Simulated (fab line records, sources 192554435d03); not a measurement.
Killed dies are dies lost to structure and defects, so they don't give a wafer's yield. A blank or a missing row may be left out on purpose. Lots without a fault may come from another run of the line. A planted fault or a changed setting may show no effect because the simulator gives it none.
Split-lot experiment | flow n5_finfet | 7 lots, 39 wafers read, on a route of 1938 steps

THE SPLIT
At N5_SD_EPI_N_EPI_21 (deposits Si:P, time 690 s), the setting epi_growth_time_s was moved away from the recipe's 690 s on 9 of the 39 wafers read, by -6.0% to +7.9%. The other wafers ran this setting at the recipe's value.

FROM THE SPLIT TO THE READING: what the file shows between them, 3 steps
- N5_SD_EPI_N_PRECLEAN_24: cleans in O3/DIW, time 60 s
- N5_SD_ACTIVATION_RTA_00: time 0 s
- N5_SD_ACTIVATION_LSA_01: time 0.0008 s

THE READING
RS_SD_N, in ohm/sq, at N5_SD_ACTIVATION_RS_MEAS_03 (measures by four-point-probe). Fault-free wafers of this fab line usually give 21.81 ohm/sq, standard deviation 0.28 ohm/sq.

wafer  | tool, chamber at the split | epi_growth_time_s as run, s | against the recipe | RS_SD_N, ohm/sq | against lot-mates on the recipe
L081.1 | epi_rpcvd-02, 0            | 690                         | recipe             | 22.31           | -
L081.2 | epi_rpcvd-02, 0            | 690                         | recipe             | 21.91           | -
L081.3 | epi_rpcvd-02, 0            | 690                         | recipe             | 22.42           | -
L081.4 | epi_rpcvd-02, 0            | 744.4                       | +7.9%              | 21.12           | -1.09
L081.5 | epi_rpcvd-02, 0            | 744.4                       | +7.9%              | 20.95           | -1.26
L081.6 | epi_rpcvd-02, 0            | 744.4                       | +7.9%              | 20.91           | -1.30
L082.1 | epi_rpcvd-04, 0            | 690                         | recipe             | 21.54           | -
L082.2 | epi_rpcvd-04, 0            | 690                         | recipe             | 21.67           | -
L082.3 | epi_rpcvd-04, 0            | 690                         | recipe             | 21.49           | -
L082.4 | epi_rpcvd-04, 0            | 690                         | recipe             | 21.61           | -
L082.5 | epi_rpcvd-04, 0            | 690                         | recipe             | 21.58           | -
L082.6 | epi_rpcvd-04, 0            | 690                         | recipe             | 21.40           | -
L084.1 | epi_rpcvd-02, 0            | 690                         | recipe             | 21.75           | -
L084.2 | epi_rpcvd-02, 0            | 648.4                       | -6.0%              | 22.53           | +0.81
L084.3 | epi_rpcvd-02, 0            | 690                         | recipe             | 21.62           | -
L084.4 | epi_rpcvd-02, 0            | 648.4                       | -6.0%              | 23.04           | +1.32
L084.5 | epi_rpcvd-02, 0            | 648.4                       | -6.0%              | 22.40           | +0.68
L084.6 | epi_rpcvd-02, 0            | 690                         | recipe             | 21.80           | -
L086.1 | epi_rpcvd-02, 0            | 690                         | recipe             | 22.04           | -
L086.4 | epi_rpcvd-02, 0            | 690                         | recipe             | 22.20           | -
L086.6 | epi_rpcvd-02, 0            | 690                         | recipe             | 22.00           | -
L087.1 | epi_rpcvd-04, 0            | 690                         | recipe             | 21.54           | -
L087.2 | epi_rpcvd-04, 0            | 690                         | recipe             | 21.71           | -
L087.3 | epi_rpcvd-04, 0            | 690                         | recipe             | 21.66           | -
L087.4 | epi_rpcvd-04, 0            | 690                         | recipe             | 21.77           | -
L087.5 | epi_rpcvd-04, 0            | 690                         | recipe             | 21.97           | -
L087.6 | epi_rpcvd-04, 0            | 690                         | recipe             | 21.86           | -
L089.1 | epi_rpcvd-02, 0            | 690                         | recipe             | 21.39           | -
L089.2 | epi_rpcvd-02, 0            | 690                         | recipe             | 21.32           | -
L089.3 | epi_rpcvd-02, 0            | 690                         | recipe             | 21.44           | -
L089.4 | epi_rpcvd-02, 0            | 690                         | recipe             | 21.23           | -
L089.5 | epi_rpcvd-02, 0            | 690                         | recipe             | 21.68           | -
L089.6 | epi_rpcvd-02, 0            | 690                         | recipe             | 21.50           | -
L096.1 | epi_rpcvd-03, 0            | 690                         | recipe             | 21.46           | -
L096.2 | epi_rpcvd-03, 0            | 733.5                       | +6.3%              | 20.97           | -0.58
L096.3 | epi_rpcvd-03, 0            | 733.5                       | +6.3%              | 20.94           | -0.61
L096.4 | epi_rpcvd-03, 0            | 733.5                       | +6.3%              | 20.98           | -0.57
L096.5 | epi_rpcvd-03, 0            | 690                         | recipe             | 21.83           | -
L096.6 | epi_rpcvd-03, 0            | 690                         | recipe             | 21.36           | -

THE FIT
A straight line over all 39 wafers: RS_SD_N changes by -0.118 ohm/sq for each +1% of epi_growth_time_s; r = -0.81; the points scatter about the line by 0.29 ohm/sq.
The same after taking each lot's own level away (the mean of its wafers on the recipe; 39 wafers): -0.138 ohm/sq for each +1%; r = -0.93; scatter 0.18 ohm/sq.
On that fit, the largest move of epi_growth_time_s shifts the reading by 1.1 ohm/sq.
The lots' own levels span 21.427 to 22.213 ohm/sq, that is 2.8 times the standard deviation above.
So the lot-to-lot level changes the slope: the two fits differ.
Check: with one of the wafers moved furthest among these (+7.9%) left out of the fit, the line predicts -1.07 ohm/sq for it against its lot-mates. It came out at -1.09 ohm/sq against them.

OTHER SPLITS ON THESE WAFERS
These wafers also went through other splits before the reading. Each is held against what the fit with the lots' levels taken away leaves over:
other split on the same wafers  | wafers away from the commonest value | r with RS_SD_N (lot level and that fit taken away)
N5_DUMMY_GATE_EXPOSE_12 dose_mj | 15                                   | -0.27
N5_DUMMY_GATE_ETCH_37 source_w  | 12                                   | +0.16

THE WHOLE CHAIN: every reading that the file lists as answering this split, in the file's order
step                        | what it does                 | reading                                                                         | change (the file's fit)               | r (the file's)
N5_SD_EPI_N_EPI_21          | deposits Si:P, time 690 s    | Si-P_of_SD_EPI_N_EPI_21.thk_nm (the simulator's own value, which no gauge read) | +0.392 nm for each +1% of the setting | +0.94
N5_SD_ACTIVATION_RS_MEAS_03 | measures by four-point-probe | RS_SD_N                                                                         | -0.137 for each +1% of the setting    | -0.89

THE FILE'S OWN FIT
RS_SD_N changes by -0.137 ohm/sq for each +1% of epi_growth_time_s, r = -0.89.
